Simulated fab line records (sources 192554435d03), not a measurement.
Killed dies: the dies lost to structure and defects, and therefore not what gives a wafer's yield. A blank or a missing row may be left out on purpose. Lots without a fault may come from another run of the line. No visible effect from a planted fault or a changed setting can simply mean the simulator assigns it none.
What tool caused it? | flow n5 finfet | Sampling: 24 lots, 72 wafers, 4 of 1938 route steps

== WHAT THE GAUGES READ, wafer by wafer ==
N5_BEOL_M14_THK_MEAS_01. Usual: M14_ILD_THK gives 1114 nm (standard deviation 20).
lot  | measured     | on            | M14_ILD_THK (nm) | flag
L074 | day 11 17:26 | film metro-02 | 1099 1123 1107   |
L075 | day 12 00:45 | film metro-02 | 1143 1138 1151   |
L077 | day 12 07:44 | film metro-01 | 1063 1082 1108   |
L076 | day 12 17:45 | film metro-01 | 1100 1115 1131   |
L079 | day 12 23:14 | film metro-01 | 1090 1105 1146   |
L080 | day 13 00:22 | film metro-02 | 1093 1096 1118   |
L081 | day 13 00:54 | film metro-01 | 1119 1093 1107   |
L082 | day 13 15:53 | film metro-02 | 1099 1110 1123   |
L078 | day 14 00:10 | film metro-02 | 1118 1134 1118   |
L083 | day 14 00:31 | film metro-02 | 1154 1136 1110   |
L084 | day 14 11:31 | film metro-01 | 1108 1127 1127   |
L085 | day 15 01:58 | film metro-01 | 1112 1091 1112   |
L086 | day 15 02:23 | film metro-01 | 1126 1154 1118   |
L088 | day 15 09:26 | film metro-02 | 1111 1100 1080   |
L087 | day 15 16:46 | film metro-02 | 1083 1111 1136   |
L090 | day 16 06:51 | film metro-01 | 1101 1087 1107   |
L089 | day 16 12:30 | film metro-02 | 1120 1141 1108   |
L091 | day 16 13:51 | film metro-02 | 1103 1121 1133   |
L092 | day 17 02:13 | film metro-02 | 1119 1091 1099   |
L095 | day 17 06:55 | film metro-01 | 1129 1102 1123   |
L094 | day 17 07:17 | film metro-02 | 1077 1090 1094   |
L093 | day 17 11:04 | film metro-02 | 1131 1111 1143   |
L096 | day 17 17:35 | film metro-02 | 1112 1146 1161   |
L097 | day 17 17:58 | film metro-02 | 1121 1131 1093   |

N5_BEOL_M14_INSPECT_12: inspects for defects (macro). Usual: raw defect count 1.9, standard deviation 1.5.
lot  | measured     | on                | raw defect count | flag
L074 | day 11 17:47 | defect inspect-02 | 0 0 1            |
L075 | day 12 01:07 | defect inspect-01 | 0 0 0            |
L077 | day 12 08:13 | defect inspect-02 | 1 1 2            |
L076 | day 12 18:14 | defect inspect-01 | 6 4 2            |
L079 | day 12 23:36 | defect inspect-01 | 4 4 1            |
L080 | day 13 00:44 | defect inspect-02 | 1 2 2            |
L081 | day 13 01:23 | defect inspect-01 | 1 1 1            |
L082 | day 13 16:15 | defect inspect-02 | 1 0 1            |
L078 | day 14 00:31 | defect inspect-02 | 1 1 2            |
L083 | day 14 01:00 | defect inspect-01 | 2 2 2            |
L084 | day 14 11:52 | defect inspect-02 | 2 1 4            |
L085 | day 15 02:28 | defect inspect-02 | 6 2 3            |
L086 | day 15 02:45 | defect inspect-01 | 0 3 2            |
L088 | day 15 09:47 | defect inspect-02 | 0 3 2            |
L087 | day 15 17:07 | defect inspect-01 | 2 2 4            |
L090 | day 16 07:13 | defect inspect-02 | 0 3 1            |
L089 | day 16 12:52 | defect inspect-01 | 5 4 1            |
L091 | day 16 14:20 | defect inspect-01 | 0 1 7            |
L092 | day 17 02:35 | defect inspect-02 | 1 0 3            |
L095 | day 17 07:17 | defect inspect-02 | 2 1 3            |
L094 | day 17 07:46 | defect inspect-02 | 4 3 0            |
L093 | day 17 11:25 | defect inspect-01 | 0 3 0            |
L096 | day 17 17:57 | defect inspect-02 | 0 3 3            |
L097 | day 17 18:20 | defect inspect-02 | 4 3 0            |

N5_BEOL_M14_CD_MEAS_28: the cd target is 284.4 nm. Usual: cd nm 283.4 nm, standard deviation 2.
lot  | measured     | on        | cd nm (nm)        | flag
L074 | day 11 18:43 | cd sem-03 | 282.0 279.2 287.1 |
L075 | day 12 01:55 | cd sem-03 | 280.4 282.4 285.0 |
L077 | day 12 09:08 | cd sem-01 | 288.2 285.1 283.2 |
L076 | day 12 19:02 | cd sem-03 | 282.7 282.7 282.0 |
L079 | day 13 00:31 | cd sem-02 | 283.6 283.3 283.9 |
L080 | day 13 01:45 | cd sem-02 | 285.4 284.7 284.3 |
L081 | day 13 02:26 | cd sem-02 | 283.5 284.1 283.6 |
L082 | day 13 17:02 | cd sem-01 | 280.3 282.6 284.5 |
L078 | day 14 01:40 | cd sem-01 | 284.5 282.8 283.1 |
L083 | day 14 01:53 | cd sem-03 | 284.2 286.2 285.1 |
L084 | day 14 12:48 | cd sem-01 | 282.3 282.8 282.5 |
L085 | day 15 03:23 | cd sem-02 | 282.3 285.3 283.6 |
L086 | day 15 03:37 | cd sem-01 | 280.7 279.8 281.6 |
L088 | day 15 10:35 | cd sem-01 | 283.0 285.9 283.5 |
L087 | day 15 17:55 | cd sem-02 | 281.2 283.8 284.5 |
L090 | day 16 08:00 | cd sem-02 | 283.7 285.6 284.6 |
L089 | day 16 13:40 | cd sem-03 | 285.4 284.0 284.1 |
L091 | day 16 15:08 | cd sem-01 | 287.2 285.9 283.3 |
L092 | day 17 03:23 | cd sem-03 | 284.9 283.9 283.0 |
L095 | day 17 08:05 | cd sem-02 | 283.3 284.1 285.4 |
L094 | day 17 08:34 | cd sem-02 | 284.2 281.5 283.9 |
L093 | day 17 12:20 | cd sem-03 | 278.4 285.8 284.5 |
L096 | day 17 18:45 | cd sem-01 | 283.5 281.0 281.7 |
L097 | day 17 19:15 | cd sem-01 | 279.4 279.9 285.3 |

== WHAT TOOL EACH LOT RAN ON (gives the tool, then ch and the chambers of the sampled wafers, and finally the start) ==
lot  | N5_BEOL_M14_STRIP_63
L074 | rie diel-05 ch 0,1,2, day 11 18:43 or earlier
L075 | rie diel-05 ch 0,1, day 12 01:55 or earlier
L077 | rie diel-04 ch 0,2, day 12 09:08 or earlier
L076 | rie diel-04 ch 1,2,3, day 12 19:02 or earlier
L079 | rie diel-05 ch 0,1, day 13 00:31 or earlier
L080 | rie diel-04 ch 0,1,3, day 13 01:45 or earlier
L081 | rie diel-04 ch 0,1,3, day 13 02:26 or earlier
L082 | rie diel-04 ch 0,2,3, day 13 17:02 or earlier
L078 | rie diel-06 ch 1,2,3, day 14 01:40 or earlier
L083 | rie diel-06 ch 1,2,3, day 14 01:53 or earlier
L084 | rie diel-06 ch 0,1, day 14 12:48 or earlier
L085 | rie diel-06 ch 0,1,3, day 15 03:23 or earlier
L086 | rie diel-04 ch 2,3, day 15 03:37 or earlier
L088 | rie diel-04 ch 1,2,3, day 15 10:35 or earlier
L087 | rie diel-05 ch 0,3, day 15 17:55 or earlier
L090 | rie diel-06 ch 1,2,3, day 16 08:00 or earlier
L089 | rie diel-04 ch 0,1,2, day 16 13:40 or earlier
L091 | rie diel-06 ch 0,2,3, day 16 15:08 or earlier
L092 | rie diel-05 ch 0,2,3, day 17 03:23 or earlier
L095 | rie diel-04 ch 0,1,2, day 17 08:05 or earlier
L094 | rie diel-04 ch 1,3, day 17 08:34 or earlier
L093 | rie diel-04 ch 1,2,3, day 17 12:20 or earlier
L096 | rie diel-06 ch 0,1,3, day 17 18:45 or earlier
L097 | rie diel-05 ch 0,1, day 17 19:15 or earlier
- N5_BEOL_M14_STRIP_63: strips in O2.

== WHAT THE TOOLS THEMSELVES READ (means of the sampled wafers that have a number; where no wafer has one, the mark that the record gives instead) ==
N5_BEOL_M14_STRIP_63. Usual: drypump motor current A 5.7 A, standard deviation 0.42; oes product au 0.85 a.u., standard deviation 0.071; rf vpp V 3.7 V, standard deviation 0.77; showerhead plenum p Torr 2.13 Torr, standard deviation 0.055; throttle valve pct 16.57 %, standard deviation 0.18.
lot  | tool        | drypump motor current A (A) | oes product au (a.u.) | rf vpp V (V) | showerhead plenum p Torr (Torr) | throttle valve pct (%) | flag
L074 | rie diel-05 | 5.7                         | 0.82                  | 4.0          | 2.13                            | 16.56                  |
L075 | rie diel-05 | 5.8                         | 0.85                  | 3.7          | 2.11                            | 16.49                  |
L077 | rie diel-04 | 5.5                         | 0.85                  | 3.5          | 2.17                            | 16.71                  |
L076 | rie diel-04 | 5.5                         | 0.90                  | 3.8          | 2.14                            | 16.62                  |
L079 | rie diel-05 | 5.8                         | 0.84                  | 3.3          | 2.11                            | 16.51                  |
L080 | rie diel-04 | 5.3                         | 0.93                  | 4.3          | 2.12                            | 16.55                  |
L081 | rie diel-04 | 5.4                         | 0.92                  | 3.9          | 2.12                            | 16.55                  |
L082 | rie diel-04 | 5.5                         | 0.87                  | 3.9          | 2.13                            | 16.71                  |
L078 | rie diel-06 | 6.2                         | 0.84                  | 3.8          | 2.13                            | 16.39                  |
L083 | rie diel-06 | 6.2                         | 0.85                  | 3.2          | 2.13                            | 16.41                  |
L084 | rie diel-06 | 6.1                         | 0.92                  | 3.4          | 2.17                            | 16.36                  |
L085 | rie diel-06 | 5.8                         | 0.90                  | 2.5          | 2.16                            | 16.37                  |
L086 | rie diel-04 | 5.7                         | 0.81                  | 3.5          | 2.14                            | 16.80                  |
L088 | rie diel-04 | 5.5                         | 0.86                  | 3.9          | 2.13                            | 16.67                  |
L087 | rie diel-05 | 5.6                         | 0.86                  | 4.1          | 2.04                            | 16.59                  |
L090 | rie diel-06 | 6.2                         | 0.84                  | 3.8          | 2.12                            | 16.42                  |
L089 | rie diel-04 | 5.5                         | 0.82                  | 4.1          | 2.15                            | 16.72                  |
L091 | rie diel-06 | 5.8                         | 0.87                  | 4.0          | 2.16                            | 16.47                  |
L092 | rie diel-05 | 5.7                         | 0.81                  | 4.0          | 2.08                            | 16.65                  |
L095 | rie diel-04 | 5.5                         | 0.80                  | 3.9          | 2.15                            | 16.73                  |
L094 | rie diel-04 | 5.4                         | 0.87                  | 3.3          | 2.10                            | 16.54                  |
L093 | rie diel-04 | 5.5                         | 0.82                  | 4.3          | 2.12                            | 16.71                  |
L096 | rie diel-06 | 5.8                         | 0.87                  | 3.8          | 2.15                            | 16.41                  |
L097 | rie diel-05 | 5.6                         | 0.79                  | 3.3          | 2.07                            | 16.62                  |

== THE ANSWER, worked out from the rows above alone ==
Rule: take the mean of a lot's wafers that have a number; if it is more than 3 standard deviations from the usual mean, the lot is off. Also off: a lot with no number at a reading for which 4 or more lots have one. Where the step has rows for the other lots, those lots are counted as sound. After the gauges, taken in route order, come the tools' own readings; for these a lot's mean is taken, as printed above. The first step at which some lot is off is used, and at that step the reading that is off furthest; a lot without a number counts as furthest.
Nothing can be told from this: no lot is off at any reading shown.

== WHAT THE SIMULATOR PUT IN ==
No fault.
